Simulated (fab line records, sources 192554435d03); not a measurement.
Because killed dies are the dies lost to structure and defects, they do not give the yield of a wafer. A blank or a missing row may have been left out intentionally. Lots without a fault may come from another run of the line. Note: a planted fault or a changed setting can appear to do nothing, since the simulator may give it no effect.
Chamber matching ; flow n5Finfet ; N5_BEOL_M10_ETCH_65 on rieDiel-01 has 4 sister chambers
The step etches SiARC in CF4, target depth 39 nm, time 65 s. 8 wafers are shown with their chamber, then 8 later ones without.

## WAFERS WITH THEIR CHAMBER
wafer;chamber;showerheadPlenumPTorr (Torr);throttleValvePct (%)
L074.3;3;2.20;15.93
L080.2;1;2.16;15.69
L080.4;0;2.16;15.49
L080.5;2;2.16;15.30
L087.1;3;2.19;15.49
L087.2;1;2.15;15.71
L087.3;0;2.15;15.53
L094.2;2;2.15;15.37

## WAFERS MISSING THEIR CHAMBER
wafer;showerheadPlenumPTorr (Torr);throttleValvePct (%)
L094.3;2.15;15.73
L094.6;2.15;15.37
L095.2;2.19;15.50
L095.4;2.15;15.74
L095.5;2.14;15.57
L097.2;2.19;15.52
L097.3;2.15;15.75
L097.5;2.15;15.74

## WHICH CHAMBER EACH ONE RAN IN
wafer;from the rows above;in truth
L094.3;can't be placed: 1 or 0 or 2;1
L094.6;can't be placed: 2 or 0 or 1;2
L095.2;3;3
L095.4;can't be placed: 1 or 0 or 2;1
L095.5;can't be placed: 0 or 1 or 2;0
L097.2;3;3
L097.3;can't be placed: 1 or 0 or 2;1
L097.5;can't be placed: 1 or 0 or 2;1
Correct placement for 2 of the 8. Cannot be placed on the basis of these rows: 6; the candidates contain the true chamber in 6. Number placed wrongly: 0.
How it was worked out, from the rows above alone: a wafer's distance from a chamber is the root of the sum, over the readings, of the square of ((its reading less the chamber's mean) divided by the reading's scatter). If the next closest chamber is less than 2 further off than the closest, the wafer can't be placed; otherwise it belongs to the closest. Each chamber's mean is taken over the wafers shown for it. How the scatter is found: for the shown wafers, subtract from each reading the mean of its chamber, square and add these, divide the total by (wafers less chambers), then take the root.
